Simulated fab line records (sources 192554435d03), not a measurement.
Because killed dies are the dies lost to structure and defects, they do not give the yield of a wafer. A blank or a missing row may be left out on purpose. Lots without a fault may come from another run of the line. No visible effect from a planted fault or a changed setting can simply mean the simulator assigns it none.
Matching of chambers / flow n5Finfet / N5_BEOL_M15_ETCH_61 on rieDiel-05: 4 sister chambers
The step etches BARC in N2/H2, target depth 89 nm, overetch 26.7 nm, time 67.9 s. 14 wafers are shown with their chamber, then 7 later ones without.

WAFERS WITH THEIR CHAMBER
wafer=L076.1; chamber=2; showerheadPlenumPTorr (Torr)=2.65; drypumpMotorCurrentA (A)=6.0; throttleValvePct (%)=18.5
wafer=L076.4; chamber=0; showerheadPlenumPTorr (Torr)=2.47; drypumpMotorCurrentA (A)=5.8; throttleValvePct (%)=17.8
wafer=L076.5; chamber=1; showerheadPlenumPTorr (Torr)=2.61; drypumpMotorCurrentA (A)=5.6; throttleValvePct (%)=17.7
wafer=L075.2; chamber=3; showerheadPlenumPTorr (Torr)=2.51; drypumpMotorCurrentA (A)=5.2; throttleValvePct (%)=17.8
wafer=L075.4; chamber=0; showerheadPlenumPTorr (Torr)=2.47; drypumpMotorCurrentA (A)=5.8; throttleValvePct (%)=17.8
wafer=L075.6; chamber=3; showerheadPlenumPTorr (Torr)=2.51; drypumpMotorCurrentA (A)=5.1; throttleValvePct (%)=17.8
wafer=L081.1; chamber=1; showerheadPlenumPTorr (Torr)=2.61; drypumpMotorCurrentA (A)=5.7; throttleValvePct (%)=17.7
wafer=L081.3; chamber=2; showerheadPlenumPTorr (Torr)=2.64; drypumpMotorCurrentA (A)=6.0; throttleValvePct (%)=18.5
wafer=L081.4; chamber=3; showerheadPlenumPTorr (Torr)=2.50; drypumpMotorCurrentA (A)=5.2; throttleValvePct (%)=17.4
wafer=L082.3; chamber=3; showerheadPlenumPTorr (Torr)=2.50; drypumpMotorCurrentA (A)=5.1; throttleValvePct (%)=17.4
wafer=L082.4; chamber=2; showerheadPlenumPTorr (Torr)=2.64; drypumpMotorCurrentA (A)=6.0; throttleValvePct (%)=18.5
wafer=L082.6; chamber=1; showerheadPlenumPTorr (Torr)=2.60; drypumpMotorCurrentA (A)=5.6; throttleValvePct (%)=17.8
wafer=L087.1; chamber=3; showerheadPlenumPTorr (Torr)=2.50; drypumpMotorCurrentA (A)=5.2; throttleValvePct (%)=17.4
wafer=L087.2; chamber=1; showerheadPlenumPTorr (Torr)=2.60; drypumpMotorCurrentA (A)=5.7; throttleValvePct (%)=17.8

SIGNATURES (means of the wafers above)
reading=showerheadPlenumPTorr; chamber 0=2.4700; chamber 1=2.6050; chamber 2=2.6433; chamber 3=2.5040; scatter within a chamber=0.00535
reading=drypumpMotorCurrentA; chamber 0=5.800; chamber 1=5.650; chamber 2=6.000; chamber 3=5.160; scatter within a chamber=0.0469
reading=throttleValvePct; chamber 0=17.800; chamber 1=17.750; chamber 2=18.500; chamber 3=17.560; scatter within a chamber=0.142
Rule: a wafer's distance from a chamber is the root of the sum, over the readings, of the square of ((its reading less the chamber's mean) divided by the reading's scatter). If the next closest chamber is less than 2 further off than the closest, the wafer can't be placed; otherwise it belongs to the closest. The scatter is the square root of a quotient: the sum, over the shown wafers, of each reading's squared deviation from its chamber's mean, divided by wafers minus chambers.

WAFERS WHOSE CHAMBER IS MISSING
wafer=L087.5; showerheadPlenumPTorr (Torr)=2.60; drypumpMotorCurrentA (A)=5.7; throttleValvePct (%)=17.8
wafer=L090.3; showerheadPlenumPTorr (Torr)=2.50; drypumpMotorCurrentA (A)=5.2; throttleValvePct (%)=17.4
wafer=L090.4; showerheadPlenumPTorr (Torr)=2.60; drypumpMotorCurrentA (A)=5.6; throttleValvePct (%)=17.8
wafer=L090.5; showerheadPlenumPTorr (Torr)=2.63; drypumpMotorCurrentA (A)=6.0; throttleValvePct (%)=18.5
wafer=L088.1; showerheadPlenumPTorr (Torr)=2.50; drypumpMotorCurrentA (A)=5.1; throttleValvePct (%)=17.4
wafer=L088.3; showerheadPlenumPTorr (Torr)=2.63; drypumpMotorCurrentA (A)=6.0; throttleValvePct (%)=18.5
wafer=L088.6; showerheadPlenumPTorr (Torr)=2.60; drypumpMotorCurrentA (A)=5.6; throttleValvePct (%)=17.8

WHICH CHAMBER EACH WENT THROUGH
wafer=L087.5; from the rows above=1; in truth=1
wafer=L090.3; from the rows above=3; in truth=3
wafer=L090.4; from the rows above=1; in truth=1
wafer=L090.5; from the rows above=2; in truth=2
wafer=L088.1; from the rows above=3; in truth=3
wafer=L088.3; from the rows above=2; in truth=2
wafer=L088.6; from the rows above=1; in truth=1
Correctly placed: 7 of 7. Left unplaced by these rows: 0. Placed wrongly: 0.
